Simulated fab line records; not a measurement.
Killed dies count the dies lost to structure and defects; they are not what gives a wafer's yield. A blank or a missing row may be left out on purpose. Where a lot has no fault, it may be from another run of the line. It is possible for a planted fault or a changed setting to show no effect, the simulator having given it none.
fab line records | flow nand-harc
[record] lots = 13 | wafers = 39 | last-day = 33
route steps=1302 shown P_CONTACT@240 P_M0@276
lots that met no fault: taken from a fault-free run of the same line
start-h: hours from the record's first day to the start of the lot's first wafer shown | wait-h: time in hours since the lot's previous step | " as in the row above | L1.1+2: one row covering several wafers at once | - value missing, or start not given | * or withheld: withheld | < > ~ a bound
route shown NAME@n: names a module that has steps shown in the file, with the first one's number in the route | usual: mean/standard deviation taken from wafers without a fault | same: alike in all rows | chamber/n: place in a boat | sites: readings site by site | _std_site: standard deviation across them | _edge_site: the outer-site mean with the inner-site mean subtracted | radius-mm: for every site, how far away it sits from the centre of the wafer | mask NAME#n: copy n | behind: the tool/chamber that last shaped the wafer | hold: why the lot was held/for how many hours/how that ended | device: the transistor (n, p or np) that didn't switch | end of line: tests run on the same wafers once the route is complete | for a step that has no rows: nothing shown but its recipe | killed: dies that structure and defects cost at the first sort, which is not the same as the wafer's yield | map: dies across one wafer; x = killed, . = not, _ = none there
set.NAME: the setting that was run; set.NAME@STEP: the one run at that earlier step | model.NAME: the simulator's own value behind a step, which no gauge read
one table for each step of the route and one row for each wafer, over a sample of lots
services: from which hour (start-h, from the record's first day; less than 0 if before it) a tool's chamber was out of use, for how many hours, and why
[[steps]]
[step NHARC_P_CONTACT_ETCH_31]
[recipe] target-depth-a = 300 | time-s = 85.7 | ion-energy-ev = 120 | over-etch-frac = 1 | ch3f-flow-sccm = 50 | o2-flow-sccm = 30 | ar-flow-sccm = 200 | rf-w = 500 | bias-w = 100 | chemistry = CH3F/O2
[usual] drypump-motor-current-A = 5.8/0.51 | oes-product-au = 0.978/0.011 | rf-fwd-power-W = 495.8/2 | rf-vpp-V = 243.4/1.4 | showerhead-plenum-p-Torr = 2.39/0.087 | throttle-valve-pct = 20.663/0.009
lot.wafer | tool        | chamber | start-h | wait-h | drypump-motor-current-A | oes-product-au | rf-fwd-power-W | rf-hours-counter-h | rf-vpp-V | showerhead-plenum-p-Torr | throttle-valve-pct
L398.2    | rie-diel-06 | 2       | -       | -      | 6.6                     | 0.981          | 498.8          | 4.3                | 243.8    | 2.34                     | 20.668
L398.1    | "           | 0       | "       | "      | 5.8                     | 0.984          | 495.9          | 4.1                | 243.6    | 2.42                     | 20.666
L398.5    | "           | 3       | "       | "      | 5.5                     | 0.978          | 491.8          | -                  | 243.1    | 2.32                     | 20.680
L399.1    | rie-diel-06 | 2       | -       | -      | 6.5                     | 0.965          | 497.6          | 4.7                | 241.5    | 2.34                     | 20.668
L399.3    | "           | 3       | "       | "      | 5.5                     | 0.975          | 491.3          | 4.5                | 242.7    | 2.32                     | 20.673
L399.2    | "           | 0       | "       | "      | 5.7                     | 0.982          | 495.1          | 4.4                | 244.1    | 2.42                     | 20.652
L400.1    | rie-diel-04 | 2       | -       | -      | 6.0                     | 0.971          | 496.6          | 6.5                | 243.7    | 2.36                     | 20.668
L400.4    | "           | 3       | "       | "      | 6.0                     | 0.969          | 498.6          | 7.2                | 243.1    | 2.38                     | 20.653
L400.5    | "           | 1       | "       | "      | 6.3                     | 0.949          | 496.5          | -                  | 242.2    | 2.30                     | 20.674
L403.2    | rie-diel-06 | 2       | -       | -      | 6.6                     | 0.951          | 497.6          | 1.0                | 242.8    | 2.34                     | 20.664
L403.4    | "           | 1       | "       | "      | 5.7                     | 0.973          | 494.8          | 0.9                | 246.1    | 2.62                     | 20.649
L403.5    | "           | 3       | "       | "      | 5.5                     | 0.970          | 491.9          | -                  | 242.5    | 2.32                     | 20.663
L411.1    | rie-diel-04 | 0       | -       | -      | 5.5                     | 0.995          | 495.1          | 4.3                | 245.4    | 2.40                     | 20.662
L411.6    | "           | 1       | "       | "      | 6.3                     | 0.977          | 495.4          | -                  | 241.6    | 2.30                     | 20.672
L411.4    | "           | 2       | "       | "      | 6.0                     | 0.973          | 497.2          | -                  | 242.4    | 2.36                     | 20.676
L413.1    | rie-diel-03 | 0       | -       | -      | 4.7                     | 0.973          | 496.5          | 4.7                | 242.3    | 2.35                     | 20.656
L413.6    | "           | 0       | "       | "      | 4.7                     | 0.964          | 495.8          | -                  | 242.8    | 2.35                     | 20.654
L413.4    | "           | 1       | "       | "      | 5.4                     | 0.973          | 497.4          | -                  | 243.9    | 2.42                     | 20.668
L414.1    | rie-diel-04 | 3       | -       | -      | 6.1                     | 0.971          | 497.5          | 5.8                | 243.5    | 2.38                     | 20.660
L414.4    | "           | 1       | "       | "      | 6.3                     | 0.986          | 496.0          | 5.5                | 243.5    | 2.30                     | 20.670
L414.5    | "           | 0       | "       | "      | 5.5                     | 0.975          | 494.8          | -                  | 243.3    | 2.40                     | 20.649
L415.4    | rie-diel-04 | 2       | -       | -      | 6.0                     | 0.957          | 495.5          | 6.0                | 243.8    | 2.36                     | 20.670
L415.1    | "           | 1       | "       | "      | 6.3                     | 0.951          | 497.1          | 6.0                | 241.1    | 2.30                     | 20.667
L415.6    | "           | 3       | "       | "      | 6.1                     | 0.950          | 497.0          | -                  | 241.9    | 2.38                     | 20.658
L417.1    | rie-diel-04 | 2       | -       | -      | 6.0                     | 0.983          | 496.5          | 6.8                | 241.4    | 2.36                     | 20.677
L417.5    | "           | 3       | "       | "      | 6.0                     | 0.989          | 497.3          | -                  | 242.9    | 2.38                     | 20.670
L417.6    | "           | 0       | "       | "      | 5.6                     | 0.989          | 496.2          | -                  | 244.0    | 2.40                     | 20.655
L416.4    | rie-diel-03 | 1       | -       | -      | 5.3                     | 0.992          | 494.4          | 0.6                | 243.7    | 2.42                     | 20.648
L416.5    | "           | 3       | "       | "      | 4.9                     | 0.968          | 498.5          | -                  | 244.7    | 2.54                     | 20.662
L416.6    | "           | 0       | "       | "      | 4.7                     | 0.983          | 498.4          | -                  | 243.6    | 2.35                     | 20.666
L418.4    | rie-diel-06 | 1       | -       | -      | 5.7                     | 0.981          | 496.2          | 0.3                | 246.5    | 2.62                     | 20.647
L418.1    | "           | 2       | "       | "      | 6.6                     | 0.983          | 498.3          | 0.3                | 240.3    | 2.34                     | 20.672
L418.5    | "           | 1       | "       | "      | 5.8                     | 0.981          | 495.0          | -                  | 244.9    | 2.62                     | 20.650
L421.2    | rie-diel-06 | 0       | -       | -      | 5.8                     | 0.969          | 495.5          | 1.1                | 241.7    | 2.42                     | 20.667
L421.6    | "           | 0       | "       | "      | 5.8                     | 0.972          | 496.2          | -                  | 245.1    | 2.41                     | 20.665
L421.5    | "           | 1       | "       | "      | 5.8                     | 0.984          | 493.3          | -                  | 245.8    | 2.62                     | 20.670
L420.2    | rie-diel-03 | 3       | -       | -      | 4.9                     | 0.973          | 495.8          | 1.6                | 245.9    | 2.54                     | 20.660
L420.4    | "           | 1       | "       | "      | 5.4                     | 0.966          | 497.5          | 1.6                | 243.8    | 2.42                     | 20.670
L420.6    | "           | 3       | "       | "      | 4.9                     | 0.960          | 495.3          | -                  | 245.0    | 2.54                     | 20.657
[step NHARC_P_CONTACT_DEGAS_38]
[recipe] temp-c = 300 | time-s = 60
[usual] heater-power-w = 452/47
lot.wafer | tool           | chamber | start-h | wait-h | heater-power-w
L398.1    | pvd-sputter-03 | -       | 119.49  | -      | 445
L398.2    | "              | -       | "       | "      | 501
L398.5    | "              | -       | "       | "      | 451
L399.3    | pvd-sputter-03 | -       | 127.41  | -      | 485
L399.2    | "              | -       | "       | "      | 368
L399.1    | "              | -       | "       | "      | 437
L400.4    | pvd-sputter-03 | -       | 133.85  | -      | 471
L400.1    | "              | -       | "       | "      | 365
L400.5    | "              | -       | "       | "      | 482
L403.4    | pvd-sputter-03 | -       | 165.44  | -      | 441
L403.2    | "              | -       | "       | "      | 454
L403.5    | "              | -       | "       | "      | 453
L411.1    | pvd-sputter-01 | -       | 254.87  | -      | 498
L411.4    | "              | -       | "       | "      | 490
L411.6    | "              | -       | "       | "      | 389
L413.1    | pvd-sputter-03 | -       | 265.77  | -      | 445
L413.4    | "              | -       | "       | "      | 467
L413.6    | "              | -       | "       | "      | 373
L414.1    | pvd-sputter-03 | -       | 279.53  | -      | 372
L414.4    | "              | -       | "       | "      | 445
L414.5    | "              | -       | "       | "      | 467
L415.1    | pvd-sputter-03 | -       | 288.12  | -      | 370
L415.4    | "              | -       | "       | "      | 447
L415.6    | "              | -       | "       | "      | 374
L417.1    | pvd-sputter-01 | -       | 304.08  | -      | 393
L417.6    | "              | -       | "       | "      | 480
L417.5    | "              | -       | "       | "      | 394
L416.4    | pvd-sputter-02 | -       | 304.46  | -      | 569
L416.6    | "              | -       | "       | "      | 562
L416.5    | "              | -       | "       | "      | 462
L418.1    | pvd-sputter-01 | -       | 324.62  | -      | 386
L418.4    | "              | -       | "       | "      | 498
L418.5    | "              | -       | "       | "      | 423
L421.2    | pvd-sputter-02 | -       | 349.62  | -      | 548
L421.6    | "              | -       | "       | "      | 575
L421.5    | "              | -       | "       | "      | 448
L420.4    | pvd-sputter-02 | -       | 350.42  | -      | 573
L420.2    | "              | -       | "       | "      | 453
L420.6    | "              | -       | "       | "      | 498
[step NHARC_P_CONTACT_CMP_24]
[recipe] t-overpolish-s = 30 | target-thk-nm = 200
[usual] motor-current-A = 12.0/1.2 | overpolish-run-s = 30.001/0.0097 | slurry-flow-ml-min = 150.0/0.46 | time-to-endpoint-s = 39.4/2.3
lot.wafer | tool   | chamber | start-h | wait-h | motor-current-A | overpolish-run-s | slurry-flow-ml-min | time-to-endpoint-s
L398.1    | cmp-04 | 3       | 120.62  | 0.5    | 11.6            | 29.987           | 149.9              | 38.2
L398.2    | "      | 2       | "       | "      | 14.2            | 29.980           | 150.3              | 38.2
L398.5    | "      | 3       | "       | "      | 12.0            | 29.999           | 150.7              | 39.8
L399.1    | cmp-02 | 3       | 128.50  | 0.6    | 10.6            | 29.994           | 150.5              | 39.1
L399.3    | "      | 0       | "       | "      | 13.1            | 29.993           | 149.4              | 37.5
L399.2    | "      | 2       | "       | "      | 11.5            | 29.988           | 149.7              | 38.1
L400.1    | cmp-03 | 1       | 134.94  | 0.5    | 12.8            | 29.983           | 150.0              | 42.9
L400.4    | "      | 0       | "       | "      | 11.3            | 30.007           | 151.1              | 41.6
L400.5    | "      | 1       | "       | "      | 13.4            | 30.005           | 150.5              | 40.0
L403.4    | cmp-03 | 2       | 166.54  | 0.4    | 12.9            | 30.010           | 149.7              | 39.2
L403.2    | "      | 3       | "       | "      | 12.6            | 29.982           | 150.0              | 40.2
L403.5    | "      | 3       | "       | "      | 12.5            | 29.998           | 150.2              | 40.2
L411.4    | cmp-03 | 2       | 255.99  | 0.3    | 12.9            | 30.007           | 149.8              | 43.4
L411.1    | "      | 3       | "       | "      | 13.1            | 30.002           | 150.6              | 43.0
L411.6    | "      | 1       | "       | "      | 12.6            | 30.007           | 149.8              | 39.9
L413.4    | cmp-02 | 0       | 266.84  | 0.3    | 12.8            | 30.013           | 149.9              | 39.4
L413.1    | "      | 3       | "       | "      | 10.0            | 29.999           | 149.7              | 38.5
L413.6    | "      | 1       | "       | "      | 11.0            | 30.008           | 150.4              | 38.9
L414.1    | cmp-02 | 2       | 280.61  | 0.6    | 11.9            | 30.002           | 150.6              | 38.1
L414.4    | "      | 1       | "       | "      | 10.1            | 30.010           | 149.1              | 39.9
L414.5    | "      | 3       | "       | "      | 10.5            | 30.014           | 150.0              | 39.3
L415.1    | cmp-04 | 1       | 289.21  | 0.6    | 10.3            | 30.011           | 150.0              | 40.6
L415.4    | "      | 3       | "       | "      | 12.0            | 30.011           | 150.3              | 41.6
L415.6    | "      | 1       | "       | "      | 10.5            | 29.997           | 150.7              | 38.8
L417.1    | cmp-04 | 0       | 305.20  | 0.5    | 9.6             | 29.998           | 150.3              | 37.2
L417.5    | "      | 2       | "       | "      | 14.4            | 30.012           | 150.3              | 39.7
L417.6    | "      | 3       | "       | "      | 11.3            | 29.988           | 151.0              | 38.5
L416.4    | cmp-03 | 1       | 305.58  | 0.3    | 13.4            | 30.008           | 149.5              | 38.9
L416.6    | "      | 0       | "       | "      | 11.5            | 30.003           | 150.1              | 37.9
L416.5    | "      | 1       | "       | "      | 13.3            | 29.996           | 149.3              | 38.4
L418.4    | cmp-04 | 3       | 325.76  | 0.4    | 12.6            | 29.995           | 150.0              | 36.9
L418.1    | "      | 1       | "       | "      | 10.0            | 29.993           | 149.0              | 37.5
L418.5    | "      | 2       | "       | "      | 13.6            | 29.992           | 149.3              | 38.1
L421.2    | cmp-03 | 3       | 350.81  | 0.5    | 13.5            | 29.994           | 150.2              | 38.5
L421.6    | "      | 1       | "       | "      | 12.8            | 30.011           | 150.3              | 40.3
L421.5    | "      | 2       | "       | "      | 12.4            | 30.007           | 149.8              | 41.8
L420.2    | cmp-04 | 3       | 351.50  | 0.5    | 12.0            | 30.012           | 149.5              | 36.6
L420.4    | "      | 2       | "       | "      | 13.1            | 29.994           | 150.3              | 36.6
L420.6    | "      | 0       | "       | "      | 10.0            | 29.997           | 150.2              | 37.1
[step NHARC_P_M0_ECD_22]
[recipe] target-thk-a = 4000 | bath-temp-c = 25 | material = Cu
lot.wafer  | tool      | chamber | start-h | wait-h
L398.2+1+5 | ecd-cu-02 | 0,1,1   | 123.56  | -
L399.1+2+3 | ecd-cu-02 | 1,0,1   | 131.51  | -
L400.1+4+5 | ecd-cu-02 | 1,0,0   | 137.80  | -
L403.2+4+5 | ecd-cu-02 | 1,0,1   | 170.00  | -
L411.1+4+6 | ecd-cu-02 | 1,0,0   | 258.80  | -
L413.1+4+6 | ecd-cu-02 | 0       | 269.66  | -
L414.1+4+5 | ecd-cu-01 | 1       | 283.43  | -
L415.1+4+6 | ecd-cu-02 | 1,0,1   | 291.87  | -
L417.1+6+5 | ecd-cu-01 | 1,1,0   | 307.95  | -
L416.4+5+6 | ecd-cu-02 | 0,1,0   | 308.47  | -
L418.1+4+5 | ecd-cu-02 | 1,0,1   | 328.58  | -
L421.2+6+5 | ecd-cu-01 | 0,0,1   | 353.53  | -
L420.2+4+6 | ecd-cu-02 | 0       | 354.32  | -
[step NHARC_P_M0_CMP_23]
[recipe] t-overpolish-s = 20 | target-thk-nm = 117.54
[usual] motor-current-A = 12.0/0.95 | slurry-flow-ml-min = 150.0/0.5 | time-to-endpoint-s = 28.9/2.3
lot.wafer | tool   | chamber | start-h | wait-h | motor-current-A | slurry-flow-ml-min | time-to-endpoint-s
L398.2    | cmp-01 | 0       | 124.27  | -      | 11.7            | 150.1              | 31.7
L398.1    | "      | 2       | "       | "      | 11.5            | 150.0              | 30.4
L398.5    | "      | 0       | "       | "      | 12.1            | 149.6              | 31.3
L399.1    | cmp-01 | 1       | 132.27  | -      | 11.6            | 150.0              | 31.1
L399.2    | "      | 2       | "       | "      | 11.4            | 150.6              | 29.8
L399.3    | "      | 3       | "       | "      | 11.9            | 150.3              | 30.4
L400.4    | cmp-04 | 1       | 138.47  | -      | 10.9            | 149.4              | 27.8
L400.1    | "      | 3       | "       | "      | 12.9            | 149.9              | 27.9
L400.5    | "      | 2       | "       | "      | 13.4            | 149.4              | 27.4
L403.4    | cmp-01 | 1       | 170.72  | -      | 11.5            | 150.5              | 29.3
L403.2    | "      | 2       | "       | "      | 11.5            | 150.0              | 29.5
L403.5    | "      | 3       | "       | "      | 12.3            | 151.0              | 7.9
L411.1    | cmp-01 | 2       | 259.59  | -      | 10.7            | 149.4              | 28.2
L411.4    | "      | 0       | "       | "      | 12.1            | 149.8              | 29.9
L411.6    | "      | 2       | "       | "      | 11.8            | 149.4              | 27.4
L413.4    | cmp-04 | 1       | 270.42  | -      | 10.8            | 149.7              | 30.0
L413.1    | "      | 2       | "       | "      | 13.9            | 150.4              | 33.2
L413.6    | "      | 0       | "       | "      | 9.9             | 149.2              | 31.8
L414.1    | cmp-04 | 2       | 284.10  | -      | 14.4            | 150.4              | 27.9
L414.4    | "      | 3       | "       | "      | 12.5            | 150.0              | 24.7
L414.5    | "      | 3       | "       | "      | 12.1            | 151.0              | 27.1
L415.1    | cmp-03 | 2       | 292.60  | -      | 12.5            | 149.5              | 28.4
L415.4    | "      | 0       | "       | "      | 11.5            | 150.0              | 29.7
L415.6    | "      | 2       | "       | "      | 12.6            | 149.6              | 29.4
L417.1    | cmp-03 | 0       | 308.68  | -      | 11.4            | 149.7              | 28.7
L417.6    | "      | 0       | "       | "      | 11.9            | 149.9              | 31.4
L417.5    | "      | 1       | "       | "      | 13.8            | 150.0              | 29.5
L416.4    | cmp-01 | 2       | 309.10  | -      | 11.5            | 150.7              | 27.2
L416.5    | "      | 0       | "       | "      | 12.1            | 150.3              | 23.5
L416.6    | "      | 1       | "       | "      | 12.4            | 149.9              | 24.9
L418.4    | cmp-03 | 2       | 329.24  | -      | 12.5            | 150.0              | 30.2
L418.1    | "      | 1       | "       | "      | 13.6            | 150.4              | 28.0
L418.5    | "      | 3       | "       | "      | 12.8            | 149.5              | 27.8
L421.2    | cmp-01 | 2       | 354.34  | -      | 11.8            | 149.9              | 29.6
L421.6    | "      | 3       | "       | "      | 12.2            | 150.8              | 31.7
L421.5    | "      | 0       | "       | "      | 11.4            | 149.5              | 26.2
L420.4    | cmp-01 | 3       | 355.01  | -      | 12.7            | 150.5              | 30.4
L420.2    | "      | 1       | "       | "      | 11.5            | 149.6              | 30.4
L420.6    | "      | 2       | "       | "      | 11.6            | 150.5              | 31.7
[[services]]
tool           | chamber | start-h | hours | kind
cmp-04         | -       | 99.08   | 0.8   | repair
cmp-04         | -       | 111.00  | 4.0   | pm
rie-diel-06    | -       | 130.20  | 9.0   | pm
cmp-03         | -       | 162.04  | 4.0   | pm
rie-diel-04    | 1       | 166.08  | 16.0  | repair
pvd-sputter-03 | -       | 168.54  | 2.1   | repair
rie-diel-04    | -       | 177.90  | 9.0   | pm
cmp-01         | -       | 185.50  | 4.0   | pm
cmp-04         | -       | 208.29  | 1.9   | repair
cmp-04         | -       | 210.20  | 4.0   | pm
ecd-cu-02      | -       | 244.00  | 8.0   | pm
ecd-cu-02      | -       | 259.25  | 1.8   | repair
cmp-03         | -       | 260.04  | 4.0   | pm
cmp-04         | -       | 273.12  | 8.9   | repair
cmp-03         | -       | 277.37  | 11.5  | repair
cmp-01         | -       | 283.50  | 4.0   | pm
cmp-04         | -       | 298.91  | 2.1   | repair
cmp-03         | -       | 300.64  | 0.8   | repair
ecd-cu-02      | -       | 307.08  | 1.1   | repair
cmp-04         | -       | 308.20  | 4.0   | pm
cmp-04         | -       | 331.37  | 2.2   | repair
pvd-sputter-03 | -       | 335.52  | 4.4   | repair
cmp-01         | -       | 338.28  | 4.4   | repair
pvd-sputter-03 | -       | 348.63  | 10.0  | pm
[[key]]
[first-sign] step = NHARC_P_M0_CMP_23 | reading = time-to-endpoint-s | direction = down | sigmas = 9.1 | usual = * | struck = *
effect none on later readings
met-at NHARC_P_M0_ECD_22
struck-lots L403
struck-wafers L403.5
later-rows-left-out L403.5
sort-left-out L403.5
not-acting-at NHARC_P_CONTACT_ETCH_31,NHARC_P_CONTACT_DEGAS_38,NHARC_P_CONTACT_CMP_24
onset-between 137.80 170.00
[fault] kind = process-parameter-drift | tool = ecd-cu-02 | chamber = - | onset-h = 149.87 | steps = NHARC_P_M0_ECD_22 | channel = target-thk-a | offset = * | shape = step | end-h = 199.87 | scope = struck-wafers-only | acts-in = * | stated = *
// sort-left-out: the simulated sort isn't trusted on such a fault, so these wafers' sort isn't shown, and their yield isn't known
// later-rows-left-out: the simulator's readings of these wafers behind a module that went badly wrong aren't trusted and aren't shown, but for the sort
